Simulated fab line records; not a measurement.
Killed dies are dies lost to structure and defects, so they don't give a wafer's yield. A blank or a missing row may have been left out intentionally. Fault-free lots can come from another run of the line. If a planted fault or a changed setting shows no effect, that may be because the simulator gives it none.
fab line records | flow n5-finfet | part 1 of 2: steps 1 to 14 of 25
[record] lots = 5 | wafers = 15 | last-day = 17
route steps=1938 shown FIN_SAQP@132 FIN_CUT@154
lots untouched by any fault: they come from a run of this same line in which no faults occurred
start-h: start of the lot's first displayed wafer, in hours after the record's first day | wait-h: time in hours since the lot's previous step | " as in the row above | L1.1+2: one row covering several wafers at once | - no value, or no start was given | * or withheld: withheld | < > ~ a bound
route shown NAME@n: names a module that has steps shown in the file, with the first one's number in the route | usual: average and standard deviation across the fault-free wafers | same: alike in all rows | chamber/n: place in a boat | sites: per-site readings | _std_site: their standard deviation | _edge_site: inner sites' mean taken away from outer sites' mean | radius-mm: for every site, how far away it sits from the centre of the wafer | mask NAME#n: copy n | behind: the tool/chamber that last shaped the wafer | hold: what put the lot on hold/how long, in hours/how the hold closed | device: whichever transistor did not switch (one of n, p or np) | end of line: the same wafers' tests at the end of the route | step lacking rows: just its recipe | killed: at the first sort, the dies lost to defects and structure; wafer yield is something else | map: a wafer's dies, marking killed ones x, the rest . and places with no die _
set.NAME: the setting as run; set.NAME@STEP: as run at that earlier step | model.NAME: the simulator's own value behind a step, which no gauge read
certain route steps with their lots: each step a table, each wafer a row
services: when a tool's chamber went out of use (start-h, in hours from the record's first day, below 0 if earlier), for how many hours, and the reason
[[steps]]
[step N5_FIN_SAQP_RECESS_63]
[recipe] chemistry = HF/NH3 | target = SiO2 | target-depth-a = 180 | afs-cycles = 3 | temp-c = 30 | sublimation-temp-c = 180 | sublimation-time-s = 60
[usual] drypump-motor-current-A = 5.8/0.49
lot.wafer | tool          | chamber | start-h | wait-h | drypump-motor-current-A
L074.1    | vapor-etch-01 | 0       | 25.08   | 0.1    | 6.0
L074.4    | "             | 1       | "       | "      | 5.0
L074.5    | "             | 1       | "       | "      | 4.9
L075.1    | vapor-etch-02 | 1       | 31.36   | 0.4    | 6.1
L075.3    | "             | 0       | "       | "      | 6.2
L075.4    | "             | 1       | "       | "      | 6.1
L087.1    | vapor-etch-01 | 1       | 103.45  | 0.1    | 5.0
L087.2    | "             | 0       | "       | "      | 6.0
L087.5    | "             | 1       | "       | "      | 5.0
L089.3    | vapor-etch-01 | 1       | 115.50  | 0.2    | 5.0
L089.5    | "             | 1       | "       | "      | 4.9
L089.6    | "             | 0       | "       | "      | 6.0
L096.1    | vapor-etch-02 | 0       | 156.46  | 0.1    | 6.3
L096.5    | "             | 1       | "       | "      | 6.1
L096.6    | "             | 0       | "       | "      | 6.3
[step N5_FIN_SAQP_COAT_68]
[recipe] resist = SOC | temp-c = 250 | time-s = 60 | spin-rpm = 1500 | resist-thk-nm = 100
[usual] heater-power-total-W = 500.4/1.8
[same] time-s = 60
lot.wafer | tool           | chamber | start-h | wait-h | heater-power-total-W
L074.1    | litho-track-04 | 0       | 25.47   | 0.3    | 497.4
L074.4    | "              | 0       | "       | "      | 503.0
L074.5    | "              | 0       | "       | "      | 503.0
L075.1    | litho-track-01 | 0       | 31.74   | 0.3    | 502.3
L075.3    | "              | 0       | "       | "      | 497.7
L075.4    | "              | 0       | "       | "      | 502.4
L087.1    | litho-track-01 | 0       | 103.84  | 0.3    | 497.7
L087.2    | "              | 0       | "       | "      | 502.8
L087.5    | "              | 0       | "       | "      | 500.0
L089.3    | litho-track-01 | 0       | 115.77  | 0.2    | 502.8
L089.5    | "              | 0       | "       | "      | 499.1
L089.6    | "              | 0       | "       | "      | 502.5
L096.1    | litho-track-04 | 0       | 156.84  | 0.3    | 501.5
L096.5    | "              | 0       | "       | "      | 499.1
L096.6    | "              | 0       | "       | "      | 502.3
[step N5_FIN_SAQP_ETCH_69]
[recipe] chemistry = N2/H2 | target = SOC | target-depth-a = 1500 | stop-on = SiNx | ion-energy-ev = 100 | bias-w = 61 | pressure-mtorr = 30 | source-w = 850 | n2-flow-sccm = 200 | h2-flow-sccm = 200
[usual] drypump-motor-current-A = 5.8/0.45 | oes-product-au = 0.78/0.092 | rf-fwd-power-W = 842/3.2 | rf-vpp-V = 241.4/1.1 | showerhead-plenum-p-Torr = 2.59/0.069 | throttle-valve-pct = 17.93/0.3
lot.wafer | tool        | chamber | start-h | wait-h | drypump-motor-current-A | oes-product-au | rf-fwd-power-W | rf-hours-counter-h | rf-vpp-V | showerhead-plenum-p-Torr | throttle-valve-pct
L074.1    | rie-diel-01 | 2       | 25.58   | -      | 5.3                     | 0.74           | 836            | 184                | 240.2    | 2.53                     | 17.97
L074.4    | "           | 3       | "       | "      | 5.5                     | 0.74           | 841            | 171                | 240.7    | 2.53                     | 18.00
L074.5    | "           | 0       | "       | "      | 6.7                     | 0.71           | 844            | -                  | 242.3    | 2.64                     | 18.01
L075.1    | rie-diel-06 | 1       | 31.81   | -      | 6.1                     | 0.68           | 846            | 239                | 238.4    | 2.41                     | 17.86
L075.3    | "           | 0       | "       | "      | 5.1                     | 0.84           | 842            | 80                 | 243.0    | 2.69                     | 17.87
L075.4    | "           | 3       | "       | "      | 5.7                     | 0.79           | 842            | 123                | 239.9    | 2.56                     | 18.24
L087.1    | rie-diel-03 | 0       | 103.91  | -      | 5.8                     | 0.68           | 843            | 252                | 242.4    | 2.60                     | 18.29
L087.2    | "           | 3       | "       | "      | 5.7                     | 0.71           | 838            | 233                | 240.6    | 2.50                     | 17.86
L087.5    | "           | 0       | "       | "      | 5.9                     | 0.67           | 843            | -                  | 242.8    | 2.60                     | 18.29
L089.3    | rie-diel-01 | 0       | 115.86  | -      | 6.7                     | 0.69           | 848            | 233                | 241.5    | 2.63                     | 18.05
L089.5    | "           | 0       | "       | "      | 6.7                     | 0.69           | 842            | -                  | 241.2    | 2.63                     | 18.05
L089.6    | "           | 1       | "       | "      | 6.5                     | 0.88           | 837            | -                  | 240.2    | 2.58                     | 17.30
L096.1    | rie-diel-01 | 1       | 156.91  | -      | 6.5                     | 0.87           | 837            | 60                 | 240.5    | 2.57                     | 17.35
L096.5    | "           | 2       | "       | "      | 5.3                     | 0.70           | 838            | -                  | 240.6    | 2.51                     | 18.06
L096.6    | "           | 1       | "       | "      | 6.4                     | 0.86           | 838            | -                  | 240.2    | 2.57                     | 17.35
[step N5_FIN_SAQP_ETCH_67]
[recipe] chemistry = CH3F/O2 | target = SiNx | target-depth-a = 300 | mask-material = SOC | pressure-mtorr = 30 | source-w = 395 | bias-w = 73 | Ar_flow_sccm = 150 | CH3F_flow_sccm = 30 | O2_flow_sccm = 20 | ion-energy-ev = 120
[usual] CH3F_flow_sccm = 30.01/0.082 | drypump-motor-current-A = 5.8/0.45 | oes-product-au = 0.79/0.095 | rf-fwd-power-W = 390.1/1.9 | rf-vpp-V = 296/4.8 | showerhead-plenum-p-Torr = 2.04/0.057 | throttle-valve-pct = 16.44/0.24
lot.wafer | tool        | chamber | start-h | wait-h | CH3F_flow_sccm | drypump-motor-current-A | oes-product-au | rf-fwd-power-W | rf-hours-counter-h | rf-vpp-V | showerhead-plenum-p-Torr | throttle-valve-pct
L074.1    | rie-diel-01 | 2       | 25.64   | 0.0    | 30.02          | 5.2                     | 0.74           | 387.9          | 184                | 287      | 1.99                     | 16.53
L074.4    | "           | 3       | "       | "      | 29.92          | 5.5                     | 0.74           | 390.0          | 171                | 296      | 2.00                     | 16.45
L074.5    | "           | 0       | "       | "      | 30.05          | 6.7                     | 0.71           | 393.0          | -                  | 292      | 2.07                     | 16.58
L075.1    | rie-diel-06 | 1       | 31.87   | 0.0    | 30.02          | 6.1                     | 0.68           | 390.3          | 239                | 294      | 1.90                     | 16.54
L075.3    | "           | 0       | "       | "      | 30.00          | 5.1                     | 0.83           | 390.6          | 80                 | 304      | 2.12                     | 16.33
L075.4    | "           | 3       | "       | "      | 30.10          | 5.7                     | 0.80           | 390.4          | 123                | 293      | 2.00                     | 16.59
L087.1    | rie-diel-03 | 0       | 103.97  | 0.0    | 30.04          | 5.9                     | 0.68           | 389.9          | 252                | 301      | 2.05                     | 16.82
L087.2    | "           | 3       | "       | "      | 30.07          | 5.7                     | 0.73           | 388.3          | 233                | 290      | 1.96                     | 16.30
L087.5    | "           | 0       | "       | "      | 29.87          | 5.9                     | 0.67           | 392.1          | -                  | 301      | 2.05                     | 16.80
L089.3    | rie-diel-01 | 0       | 115.92  | 0.0    | 30.00          | 6.7                     | 0.70           | 392.0          | 233                | 292      | 2.06                     | 16.61
L089.5    | "           | 0       | "       | "      | 30.00          | 6.7                     | 0.69           | 394.5          | -                  | 292      | 2.06                     | 16.61
L089.6    | "           | 1       | "       | "      | 29.95          | 6.4                     | 0.90           | 387.4          | -                  | 301      | 2.04                     | 15.97
L096.1    | rie-diel-01 | 1       | 156.97  | 0.0    | 29.87          | 6.4                     | 0.88           | 390.4          | 60                 | 300      | 2.03                     | 16.00
L096.5    | "           | 2       | "       | "      | 29.98          | 5.3                     | 0.71           | 385.8          | -                  | 288      | 1.98                     | 16.64
L096.6    | "           | 1       | "       | "      | 29.87          | 6.4                     | 0.89           | 389.2          | -                  | 300      | 2.03                     | 16.00
[step N5_FIN_SAQP_STRIP_70]
[recipe] chemistry = N2/H2 | power-w = 500 | temp-c = 40 | pressure-mtorr = 50 | rf-frequency-hz = 6e+07 | overash-fraction = 0.3 | bias-power-w = 28 | h2-frac = 0.5 | n2-flow-sccm = 300 | h2-flow-sccm = 300
[usual] drypump-motor-current-A = 5.8/0.45 | oes-product-au = 0.79/0.095 | rf-fwd-power-W = 493.6/2.6 | rf-vpp-V = 122.1/1 | showerhead-plenum-p-Torr = 3.42/0.087 | throttle-valve-pct = 19.1/0.43
lot.wafer | tool        | chamber | start-h | wait-h | drypump-motor-current-A | oes-product-au | rf-fwd-power-W | rf-hours-counter-h | rf-vpp-V | showerhead-plenum-p-Torr | throttle-valve-pct
L074.1    | rie-diel-01 | 2       | 25.68   | 0.0    | 5.3                     | 0.74           | 490.2          | 184                | 122.7    | 3.35                     | 19.0
L074.4    | "           | 3       | "       | "      | 5.5                     | 0.75           | 496.2          | 171                | 120.4    | 3.35                     | 19.4
L074.5    | "           | 0       | "       | "      | 6.7                     | 0.72           | 497.6          | -                  | 121.0    | 3.48                     | 18.9
L075.1    | rie-diel-06 | 1       | 31.91   | 0.0    | 6.1                     | 0.68           | 495.1          | 239                | 121.1    | 3.18                     | 18.8
L075.3    | "           | 0       | "       | "      | 5.2                     | 0.84           | 493.6          | 81                 | 122.6    | 3.54                     | 19.2
L075.4    | "           | 3       | "       | "      | 5.7                     | 0.81           | 493.3          | 123                | 121.5    | 3.38                     | 19.5
L087.1    | rie-diel-03 | 0       | 104.01  | 0.0    | 5.9                     | 0.68           | 492.9          | 252                | 124.7    | 3.43                     | 19.6
L087.2    | "           | 3       | "       | "      | 5.7                     | 0.71           | 491.5          | 233                | 120.6    | 3.31                     | 19.2
L087.5    | "           | 0       | "       | "      | 5.9                     | 0.69           | 490.6          | -                  | 122.1    | 3.43                     | 19.6
L089.3    | rie-diel-01 | 0       | 115.96  | 0.0    | 6.7                     | 0.69           | 500.0          | 233                | 123.2    | 3.47                     | 19.0
L089.5    | "           | 0       | "       | "      | 6.7                     | 0.70           | 497.0          | -                  | 122.1    | 3.47                     | 19.0
L089.6    | "           | 1       | "       | "      | 6.5                     | 0.88           | 488.9          | -                  | 121.2    | 3.40                     | 18.2
L096.1    | rie-diel-01 | 1       | 157.01  | 0.0    | 6.4                     | 0.87           | 491.3          | 60                 | 123.5    | 3.39                     | 18.3
L096.5    | "           | 2       | "       | "      | 5.3                     | 0.70           | 489.1          | -                  | 122.3    | 3.32                     | 19.1
L096.6    | "           | 1       | "       | "      | 6.4                     | 0.86           | 494.6          | -                  | 122.1    | 3.39                     | 18.3
[step N5_FIN_SAQP_RECESS_71]
[recipe] chemistry = HF/NH3 | target = SiO2 | target-depth-a = 30 | afs-cycles = 1 | temp-c = 30 | sublimation-temp-c = 180 | sublimation-time-s = 60
[usual] drypump-motor-current-A = 5.9/0.45
lot.wafer | tool          | chamber | start-h | wait-h | drypump-motor-current-A
L074.1    | vapor-etch-01 | 1       | 25.74   | 0.0    | 5.0
L074.4    | "             | 0       | "       | "      | 6.0
L074.5    | "             | 0       | "       | "      | 5.9
L075.1    | vapor-etch-02 | 0       | 31.97   | 0.0    | 6.3
L075.3    | "             | 0       | "       | "      | 6.2
L075.4    | "             | 1       | "       | "      | 6.1
L087.1    | vapor-etch-02 | 0       | 104.07  | 0.0    | 6.3
L087.2    | "             | 1       | "       | "      | 6.1
L087.5    | "             | 0       | "       | "      | 6.3
L089.3    | vapor-etch-01 | 0       | 116.06  | 0.1    | 6.0
L089.5    | "             | 0       | "       | "      | 6.0
L089.6    | "             | 1       | "       | "      | 5.0
L096.1    | vapor-etch-01 | 0       | 157.07  | 0.0    | 6.0
L096.5    | "             | 1       | "       | "      | 5.0
L096.6    | "             | 0       | "       | "      | 5.9
[step N5_FIN_SAQP_SPACER2_ALD_28]
[recipe] material = SiO2 | target-thk-a = 81 | temp-c = 300 | ald-precursor-family = BDEAS | ald-co-reactant = O2-plasma | pulse-time-s = 1 | purge-time-s = 2 | co-reactant-purge-time-s = 2 | pressure-torr = 2
[usual] heater-power-w = 465/55 | precursor-pulse-height-rel = 1.002/0.019
[same] purge-time-s = 2
lot.wafer | tool       | chamber | start-h | wait-h | heater-power-w | precursor-pulse-height-rel
L074.1    | ald-sin-02 | 0       | 25.89   | 0.1    | 492            | 0.988
L074.4    | "          | 1       | "       | "      | 552            | 1.012
L074.5    | "          | 0       | "       | "      | 489            | 1.001
L075.1    | ald-sin-02 | 2       | 32.11   | 0.1    | 480            | 1.016
L075.3    | "          | 3       | "       | "      | 418            | 0.991
L075.4    | "          | 1       | "       | "      | 561            | 1.007
L087.1    | ald-sin-04 | 2       | 104.78  | 0.7    | 431            | 0.989
L087.2    | "          | 0       | "       | "      | 433            | 0.993
L087.5    | "          | 1       | "       | "      | 497            | 1.008
L089.3    | ald-sin-04 | 3       | 116.53  | 0.4    | 485            | 0.969
L089.5    | "          | 1       | "       | "      | 486            | 1.010
L089.6    | "          | 0       | "       | "      | 433            | 0.993
L096.1    | ald-sin-02 | 1       | 157.21  | 0.1    | 583            | 1.033
L096.5    | "          | 3       | "       | "      | 405            | 0.979
L096.6    | "          | 2       | "       | "      | 469            | 1.003
[step N5_FIN_SAQP_SPACER2_ETCHBACK_29]
[recipe] chemistry = CHF3/O2 | mode = anisotropic-etchback | target = SiO2 | target-depth-a = 122 | time-s = 6.1 | pressure-mtorr = 30 | source-w = 650 | bias-w = 170 | Ar_flow_sccm = 200 | CHF3_flow_sccm = 50 | O2_flow_sccm = 5 | ion-energy-ev = 200
[usual] drypump-motor-current-A = 5.8/0.46 | oes-product-au = 0.77/0.091 | rf-fwd-power-W = 644.8/2.6 | rf-vpp-V = 520/8.1 | showerhead-plenum-p-Torr = 2.43/0.056 | throttle-valve-pct = 19.01/0.22
[same] time-s = 6.1
lot.wafer | tool        | chamber | start-h | wait-h | drypump-motor-current-A | oes-product-au | rf-fwd-power-W | rf-hours-counter-h | rf-vpp-V | showerhead-plenum-p-Torr | throttle-valve-pct
L074.1    | rie-diel-03 | 3       | 26.27   | 0.2    | 5.7                     | 0.75           | 642.4          | 204                | 511      | 2.38                     | 18.76
L074.4    | "           | 2       | "       | "      | 5.3                     | 0.69           | 649.8          | 234                | 518      | 2.48                     | 19.27
L074.5    | "           | 0       | "       | "      | 5.9                     | 0.69           | 644.2          | -                  | 532      | 2.48                     | 19.30
L075.1    | rie-diel-01 | 0       | 32.44   | 0.2    | 6.7                     | 0.71           | 647.6          | 203                | 515      | 2.49                     | 19.07
L075.3    | "           | 1       | "       | "      | 6.4                     | 0.96           | 648.8          | 16                 | 526      | 2.46                     | 18.45
L075.4    | "           | 3       | "       | "      | 5.4                     | 0.74           | 649.3          | 174                | 521      | 2.40                     | 18.96
L087.1    | rie-diel-01 | 0       | 105.17  | 0.2    | 6.7                     | 0.70           | 646.6          | 228                | 514      | 2.48                     | 19.12
L087.2    | "           | 2       | "       | "      | 5.3                     | 0.73           | 639.6          | 211                | 509      | 2.39                     | 19.11
L087.5    | "           | 0       | "       | "      | 6.7                     | 0.70           | 648.1          | -                  | 514      | 2.48                     | 19.12
L089.3    | rie-diel-01 | 1       | 116.95  | 0.3    | 6.4                     | 0.90           | 643.9          | 45                 | 527      | 2.45                     | 18.51
L089.5    | "           | 1       | "       | "      | 6.4                     | 0.89           | 641.1          | -                  | 527      | 2.45                     | 18.49
L089.6    | "           | 0       | "       | "      | 6.7                     | 0.69           | 648.4          | -                  | 514      | 2.47                     | 19.12
L096.1    | rie-diel-03 | 1       | 157.54  | 0.2    | 6.0                     | 0.88           | 644.2          | 36                 | 515      | 2.38                     | 18.95
L096.5    | "           | 1       | "       | "      | 6.0                     | 0.89           | 648.6          | -                  | 515      | 2.38                     | 18.93
L096.6    | "           | 0       | "       | "      | 5.9                     | 0.95           | 645.0          | -                  | 530      | 2.46                     | 18.94
[step N5_FIN_SAQP_MANDREL2_REMOVE_60]
[recipe] chemistry = HBr/Cl2/O2 | bt-time-s = 10 | target = a-Si | stop-on = SiNx | endpoint = OES-SiCl | over-etch-frac = 1 | icp-w = 600 | bias-w = 22 | HBr_flow_sccm = 150 | Cl2_flow_sccm = 80 | O2_flow_sccm = 5 | pressure-mtorr = 10
[usual] drypump-motor-current-A = 5.6/0.6 | oes-product-au = 1.003/0.016 | rf-fwd-power-W = 596.9/2.2 | throttle-valve-pct = 36.8/0.34
[same] bt-time-s = 10 | over-etch-frac = 1
lot.wafer | tool      | chamber | start-h | wait-h | drypump-motor-current-A | oes-product-au | rf-fwd-power-W | rf-hours-counter-h | throttle-valve-pct
L074.1    | rie-si-04 | 2       | 26.35   | 0.1    | 6.0                     | 0.997          | 596.2          | 7                  | 36.4
L074.4    | "         | 3       | "       | "      | 4.9                     | 1.006          | 601.6          | 25                 | 37.1
L074.5    | "         | 0       | "       | "      | 6.5                     | 0.967          | 598.4          | -                  | 36.5
L075.1    | rie-si-05 | 0       | 32.52   | 0.1    | 4.9                     | 1.005          | 595.2          | 35                 | 36.5
L075.3    | "         | 1       | "       | "      | 4.9                     | 1.015          | 592.6          | 43                 | 37.3
L075.4    | "         | 3       | "       | "      | 5.6                     | 1.005          | 599.8          | 88                 | 37.0
L087.1    | rie-si-04 | 0       | 105.26  | 0.1    | 6.5                     | 0.970          | 598.6          | 3                  | 36.5
L087.2    | "         | 2       | "       | "      | 6.0                     | 0.993          | 595.3          | 8                  | 36.4
L087.5    | "         | 3       | "       | "      | 4.8                     | 1.017          | 598.2          | -                  | 37.1
L089.3    | rie-si-02 | 2       | 117.03  | 0.1    | 6.4                     | 1.011          | 592.5          | 60                 | 36.7
L089.5    | "         | 3       | "       | "      | 6.0                     | 1.001          | 599.9          | -                  | 37.0
L089.6    | "         | 0       | "       | "      | 4.9                     | 0.981          | 592.5          | -                  | 37.4
L096.1    | rie-si-02 | 0       | 157.63  | 0.1    | 4.9                     | 0.995          | 597.5          | 8                  | 37.3
L096.5    | "         | 0       | "       | "      | 4.9                     | 0.985          | 594.5          | -                  | 37.3
L096.6    | "         | 1       | "       | "      | 5.0                     | 1.003          | 600.6          | -                  | 36.8
[step N5_FIN_SAQP_CD_MEAS_31]
[recipe] target-cd-nm = 8 | landing-energy-ev = 1000 | detector = se-inlens | polarity = line
[usual] cd-nm = 8.11/0.23
lot.wafer | tool      | chamber | start-h | wait-h | cd-nm
L074.1    | cd-sem-01 | 0       | 26.46   | 0.1    | 8.17
L074.4    | "         | 0       | "       | "      | 8.17
L074.5    | "         | 0       | "       | "      | 8.02
L075.1    | cd-sem-01 | 0       | 32.63   | 0.1    | 8.44
L075.3    | "         | 0       | "       | "      | 8.19
L075.4    | "         | 0       | "       | "      | 8.31
L087.1    | cd-sem-03 | 0       | 105.37  | 0.1    | 7.94
L087.2    | "         | 0       | "       | "      | 7.93
L087.5    | "         | 0       | "       | "      | 8.28
L089.3    | cd-sem-03 | 0       | 117.15  | 0.1    | 7.76
L089.5    | "         | 0       | "       | "      | 7.88
L089.6    | "         | 0       | "       | "      | 7.80
L096.1    | cd-sem-03 | 0       | 157.73  | 0.1    | 8.10
L096.5    | "         | 0       | "       | "      | 7.80
L096.6    | "         | 0       | "       | "      | 7.57
[step N5_FIN_SAQP_HM_OPEN_33]
[recipe] chemistry = CH3F/O2 | target = SiNx | mask-material = SiO2 | target-depth-a = 494 | time-s = 70.6 | pressure-mtorr = 30 | source-w = 395 | bias-w = 73 | Ar_flow_sccm = 150 | CH3F_flow_sccm = 30 | O2_flow_sccm = 20 | ion-energy-ev = 120 | ends = cleared
[usual] CH3F_flow_sccm = 30.01/0.087 | drypump-motor-current-A = 5.7/0.47 | etch-rf-on-time-s = 69.5/1.4 | oes-product-au = 0.67/0.079 | rf-fwd-power-W = 389.4/2 | rf-vpp-V = 296/4.7 | showerhead-plenum-p-Torr = 2.03/0.057 | throttle-valve-pct = 16.42/0.23
lot.wafer | tool        | chamber | start-h | wait-h | CH3F_flow_sccm | drypump-motor-current-A | etch-rf-on-time-s | oes-product-au | rf-fwd-power-W | rf-hours-counter-h | rf-vpp-V | showerhead-plenum-p-Torr | throttle-valve-pct
L074.1    | rie-diel-01 | 1       | 26.63   | 0.2    | 30.13          | 6.4                     | 66.9              | 0.82           | 387.9          | 14                 | 300      | 2.05                     | 15.90
L074.4    | "           | 0       | "       | "      | 29.89          | 6.7                     | 72.1              | 0.61           | 394.3          | 201                | 292      | 2.07                     | 16.55
L074.5    | "           | 0       | "       | "      | 30.06          | 6.7                     | 72.2              | 0.61           | 392.2          | -                  | 292      | 2.07                     | 16.53
L075.1    | rie-diel-03 | 2       | 32.68   | 0.0    | 29.93          | 5.3                     | 70.8              | 0.59           | 390.3          | 236                | 295      | 2.06                     | 16.71
L075.3    | "           | 0       | "       | "      | 30.00          | 5.9                     | 70.9              | 0.59           | 390.0          | 226                | 301      | 2.06                     | 16.75
L075.4    | "           | 3       | "       | "      | 30.14          | 5.7                     | 69.5              | 0.63           | 385.1          | 206                | 289      | 1.97                     | 16.23
L087.1    | rie-diel-06 | 0       | 105.53  | 0.2    | 30.08          | 5.1                     | 70.9              | 0.69           | 388.0          | 110                | 305      | 2.11                     | 16.38
L087.2    | "           | 2       | "       | "      | 29.95          | 5.6                     | 70.8              | 0.59           | 389.4          | 221                | 298      | 2.06                     | 16.61
L087.5    | "           | 3       | "       | "      | 30.07          | 5.7                     | 69.6              | 0.66           | 390.4          | -                  | 291      | 1.99                     | 16.62
L089.3    | rie-diel-06 | 0       | 117.20  | 0.0    | 30.03          | 5.2                     | 70.8              | 0.70           | 390.5          | 114                | 304      | 2.10                     | 16.37
L089.5    | "           | 0       | "       | "      | 29.95          | 5.1                     | 70.9              | 0.69           | 389.7          | -                  | 304      | 2.10                     | 16.37
L089.6    | "           | 3       | "       | "      | 30.07          | 5.6                     | 69.6              | 0.66           | 389.0          | -                  | 293      | 1.99                     | 16.62
L096.1    | rie-diel-01 | 3       | 157.78  | 0.0    | 30.03          | 5.5                     | 69.0              | 0.61           | 390.3          | 215                | 293      | 1.98                     | 16.51
L096.5    | "           | 2       | "       | "      | 30.03          | 5.3                     | 69.8              | 0.61           | 387.5          | -                  | 288      | 1.98                     | 16.61
L096.6    | "           | 3       | "       | "      | 30.14          | 5.5                     | 69.3              | 0.61           | 391.1          | -                  | 295      | 1.98                     | 16.53
[step N5_FIN_SAQP_ETCH_34]
[recipe] chemistry = C4F6/O2 | target = SiO2 | target-depth-a = 450 | time-s = 15 | ion-energy-ev = 250 | pressure-mtorr = 30 | source-w = 345 | bias-w = 185 | Ar_flow_sccm = 300 | C4F6_flow_sccm = 10 | O2_flow_sccm = 10 | ends = cleared
[usual] drypump-motor-current-A = 5.8/0.47 | etch-rf-on-time-s = 14.99/0.26 | oes-product-au = 0.67/0.078 | rf-fwd-power-W = 336.5/1.1 | rf-vpp-V = 661/11 | showerhead-plenum-p-Torr = 2.89/0.079 | throttle-valve-pct = 21.15/0.22
lot.wafer | tool        | chamber | start-h | wait-h | drypump-motor-current-A | etch-rf-on-time-s | oes-product-au | rf-fwd-power-W | rf-hours-counter-h | rf-vpp-V | showerhead-plenum-p-Torr | throttle-valve-pct
L074.1    | rie-diel-01 | 1       | 26.70   | 0.0    | 6.4                     | 14.66             | 0.82           | 338.8          | 14                 | 669      | 2.91                     | 20.66
L074.4    | "           | 0       | "       | "      | 6.7                     | 15.22             | 0.62           | 336.7          | 201                | 653      | 2.94                     | 21.23
L074.5    | "           | 0       | "       | "      | 6.7                     | 15.48             | 0.61           | 337.0          | -                  | 653      | 2.94                     | 21.22
L075.1    | rie-diel-03 | 2       | 32.75   | 0.0    | 5.4                     | 15.23             | 0.58           | 337.3          | 236                | 658      | 2.93                     | 21.42
L075.3    | "           | 0       | "       | "      | 5.9                     | 15.11             | 0.59           | 335.6          | 226                | 673      | 2.92                     | 21.46
L075.4    | "           | 3       | "       | "      | 5.7                     | 14.75             | 0.64           | 335.8          | 206                | 648      | 2.80                     | 20.89
L087.1    | rie-diel-06 | 0       | 105.60  | 0.0    | 5.1                     | 15.12             | 0.69           | 336.3          | 110                | 682      | 3.00                     | 21.16
L087.2    | "           | 2       | "       | "      | 5.6                     | 15.21             | 0.60           | 338.3          | 221                | 670      | 2.94                     | 21.35
L087.5    | "           | 3       | "       | "      | 5.7                     | 14.59             | 0.67           | 336.4          | -                  | 653      | 2.83                     | 21.36
L089.3    | rie-diel-06 | 0       | 117.27  | 0.0    | 5.2                     | 15.42             | 0.68           | 339.1          | 114                | 682      | 2.99                     | 21.16
L089.5    | "           | 0       | "       | "      | 5.2                     | 15.40             | 0.68           | 338.1          | -                  | 682      | 2.99                     | 21.16
L089.6    | "           | 3       | "       | "      | 5.7                     | 14.69             | 0.66           | 334.8          | -                  | 652      | 2.83                     | 21.35
L096.1    | rie-diel-01 | 3       | 157.85  | 0.0    | 5.5                     | 14.86             | 0.62           | 335.0          | 215                | 659      | 2.82                     | 21.20
L096.5    | "           | 2       | "       | "      | 5.3                     | 14.89             | 0.61           | 337.1          | -                  | 645      | 2.81                     | 21.29
L096.6    | "           | 3       | "       | "      | 5.5                     | 14.93             | 0.61           | 336.5          | -                  | 660      | 2.82                     | 21.21
[step N5_FIN_SAQP_STRIP_77]
[recipe] chemistry = N2/H2 | time-s = 90 | power-w = 100 | temp-c = 40 | pressure-mtorr = 100 | rf-frequency-hz = 6e+07 | bias-power-w = 3 | n2-flow-sccm = 300 | h2-flow-sccm = 300
[usual] drypump-motor-current-A = 5.8/0.47 | oes-product-au = 0.78/0.092 | rf-vpp-V = 45.4/0.83 | showerhead-plenum-p-Torr = 3.42/0.091 | throttle-valve-pct = 12.3/0.31
[same] time-s = 90
lot.wafer | tool        | chamber | start-h | wait-h | drypump-motor-current-A | oes-product-au | rf-hours-counter-h | rf-vpp-V | showerhead-plenum-p-Torr | throttle-valve-pct
L074.1    | rie-diel-01 | 1       | 26.73   | 0.0    | 6.4                     | 0.94           | 14                 | 45.1     | 3.44                     | 11.7
L074.4    | "           | 0       | "       | "      | 6.7                     | 0.72           | 201                | 44.8     | 3.50                     | 12.4
L074.5    | "           | 0       | "       | "      | 6.7                     | 0.72           | -                  | 45.2     | 3.50                     | 12.4
L075.1    | rie-diel-03 | 2       | 32.78   | 0.0    | 5.3                     | 0.69           | 236                | 45.2     | 3.48                     | 12.7
L075.3    | "           | 0       | "       | "      | 5.9                     | 0.69           | 226                | 44.4     | 3.46                     | 12.7
L075.4    | "           | 3       | "       | "      | 5.8                     | 0.72           | 206                | 46.1     | 3.34                     | 12.3
L087.1    | rie-diel-06 | 0       | 105.62  | 0.0    | 5.2                     | 0.83           | 110                | 45.5     | 3.54                     | 12.3
L087.2    | "           | 2       | "       | "      | 5.6                     | 0.70           | 221                | 45.8     | 3.48                     | 12.6
L087.5    | "           | 3       | "       | "      | 5.7                     | 0.78           | -                  | 44.8     | 3.38                     | 12.6
L089.3    | rie-diel-06 | 0       | 117.30  | 0.0    | 5.2                     | 0.81           | 114                | 46.4     | 3.54                     | 12.3
L089.5    | "           | 0       | "       | "      | 5.1                     | 0.82           | -                  | 46.7     | 3.54                     | 12.3
L089.6    | "           | 3       | "       | "      | 5.7                     | 0.77           | -                  | 45.9     | 3.38                     | 12.6
L096.1    | rie-diel-01 | 3       | 157.88  | 0.0    | 5.5                     | 0.71           | 215                | 44.5     | 3.34                     | 12.5
L096.5    | "           | 2       | "       | "      | 5.3                     | 0.71           | -                  | 47.1     | 3.34                     | 12.5
L096.6    | "           | 3       | "       | "      | 5.5                     | 0.71           | -                  | 45.1     | 3.34                     | 12.5
[step N5_FIN_SAQP_HM_CD_35]
[recipe] target-cd-nm = 8 | polarity = line
[usual] cd-nm = 8.10/0.24
lot.wafer | tool      | chamber | start-h | wait-h | cd-nm
L074.1    | cd-sem-03 | -       | 26.85   | 0.1    | 7.94
L074.4    | "         | -       | "       | "      | 7.94
L074.5    | "         | -       | "       | "      | 8.02
L075.1    | cd-sem-03 | -       | 32.90   | 0.1    | 7.90
L075.3    | "         | -       | "       | "      | 8.46
L075.4    | "         | -       | "       | "      | 7.61
L087.1    | cd-sem-01 | -       | 105.74  | 0.1    | 8.12
L087.2    | "         | -       | "       | "      | 8.37
L087.5    | "         | -       | "       | "      | 8.10
L089.3    | cd-sem-03 | -       | 117.43  | 0.1    | 7.82
L089.5    | "         | -       | "       | "      | 7.92
L089.6    | "         | -       | "       | "      | 8.16
L096.1    | cd-sem-03 | -       | 158.00  | 0.1    | 8.05
L096.5    | "         | -       | "       | "      | 8.22
L096.6    | "         | -       | "       | "      | 7.84
